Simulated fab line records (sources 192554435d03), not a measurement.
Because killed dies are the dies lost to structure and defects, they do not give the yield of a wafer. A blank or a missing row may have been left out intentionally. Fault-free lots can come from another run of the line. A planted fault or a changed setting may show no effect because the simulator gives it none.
Lot-split experiment	flow n5Finfet	on a route of 1938 steps: 7 lots, 21 wafers read

ABOUT THE SPLIT
At N5_PASSIVATION_ETCH_54 (etches SiO2 in CHF3/O2, target depth 880 nm, time 440 s), the setting sourceW was moved away from the recipe's 650 W on 6 of the 21 wafers read, by -13.0% to +9.6%. The other wafers ran this setting at the recipe's value.

The reading comes from the split's own step.

THE READING
PASSIVATION.featureDepthNm (the simulator's own value, which no gauge read), in nm, at N5_PASSIVATION_ETCH_54 (etches SiO2 in CHF3/O2, target depth 880 nm, time 440 s). The file gives no usual value for it. The 15 wafers here that ran the recipe average 886.9 nm, standard deviation 16 nm.

wafer	tool, chamber at the split	sourceW as run, W	against the recipe	PASSIVATION.featureDepthNm, nm	against lot-mates on the recipe
L076.2	rieDiel-04, 0	568.8	-12.5%	822.6	-68.6
L076.5	rieDiel-04, 1	650	recipe	891.2	-
L076.6	rieDiel-04, 0	568.8	-12.5%	822	-69.2
L077.1	rieDiel-04, 0	650	recipe	859	-
L077.3	rieDiel-04, 2	650	recipe	885	-
L077.5	rieDiel-04, 0	650	recipe	857.8	-
L083.3	rieDiel-05, 3	650	recipe	884.8	-
L083.5	rieDiel-05, 3	650	recipe	885.2	-
L083.6	rieDiel-05, 0	650	recipe	898	-
L084.2	rieDiel-04, 1	565.6	-13.0%	822.2	-73.6
L084.5	rieDiel-04, 3	650	recipe	907.4	-
L084.6	rieDiel-04, 2	650	recipe	884.2	-
L088.4	rieDiel-05, 0	650	recipe	902.8	-
L088.5	rieDiel-05, 3	650	recipe	871.2	-
L088.6	rieDiel-05, 0	712.1	+9.6%	934.4	+47.4
L095.2	rieDiel-01, 1	580.2	-10.7%	878.4	-40.2
L095.5	rieDiel-01, 1	650	recipe	918.6	-
L095.6	rieDiel-01, 0	580.2	-10.7%	835.2	-83.4
L097.3	rieDiel-04, 2	650	recipe	888	-
L097.4	rieDiel-04, 2	650	recipe	895.6	-
L097.5	rieDiel-04, 1	650	recipe	874.2	-

THE FIT
A straight line over all 21 wafers: PASSIVATION.featureDepthNm changes by +4.48 nm for each +1% of sourceW; r = +0.84; the points scatter about the line by 17 nm.
The same after taking each lot's own level away (the mean of its wafers on the recipe; 21 wafers): +5.52 nm for each +1%; r = +0.94; scatter 12 nm.
According to that fit, moving sourceW by its largest amount changes the reading by 72 nm.
From 867.27 to 918.60 nm: that is the span of the lots' own levels, equal to 3.2 times the standard deviation above.
In other words, the slope is changed by the lot-to-lot level; the two fits disagree.
Check: for one of the wafers moved furthest among these (-13.0%), held out of the fit, the line's prediction against its lot-mates is -71.9 nm. It came out at -73.6 nm against them.

OTHER SPLITS ON THESE WAFERS
Note: prior to the reading, these wafers also went through further splits. Each is held against what the fit with the lots' levels taken away leaves over:
other split on the same wafers	wafers away from the commonest value	r with PASSIVATION.featureDepthNm (lot level and that fit taken away)
N5_BEOL_M13_ETCH_59 biasW	8	-0.35
N5_BEOL_M15_COAT_60 spinRpm	7	+0.02
N5_BEOL_M15_DESCUM_33 timeS	5	+0.12
N5_PASSIVATION_EXPOSE_41 doseMj	4	+0.32

THE WHOLE CHAIN: every reading that the file lists as answering this split, in the file's order
step	what it does	reading	change (the file's fit)	r (the file's)
N5_PASSIVATION_ETCH_54	etches SiO2 in CHF3/O2, target depth 880 nm, time 440 s	etch.depthNm (the simulator's own value, which no gauge read)	+5.52 nm for each +1% of the setting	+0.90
N5_PASSIVATION_ETCH_54	etches SiO2 in CHF3/O2, target depth 880 nm, time 440 s	PASSIVATION.featureDepthNm (the simulator's own value, which no gauge read)	+5.52 nm for each +1% of the setting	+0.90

THE FILE'S OWN FIT
PASSIVATION.featureDepthNm changes by +5.52 nm for each +1% of sourceW, r = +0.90.
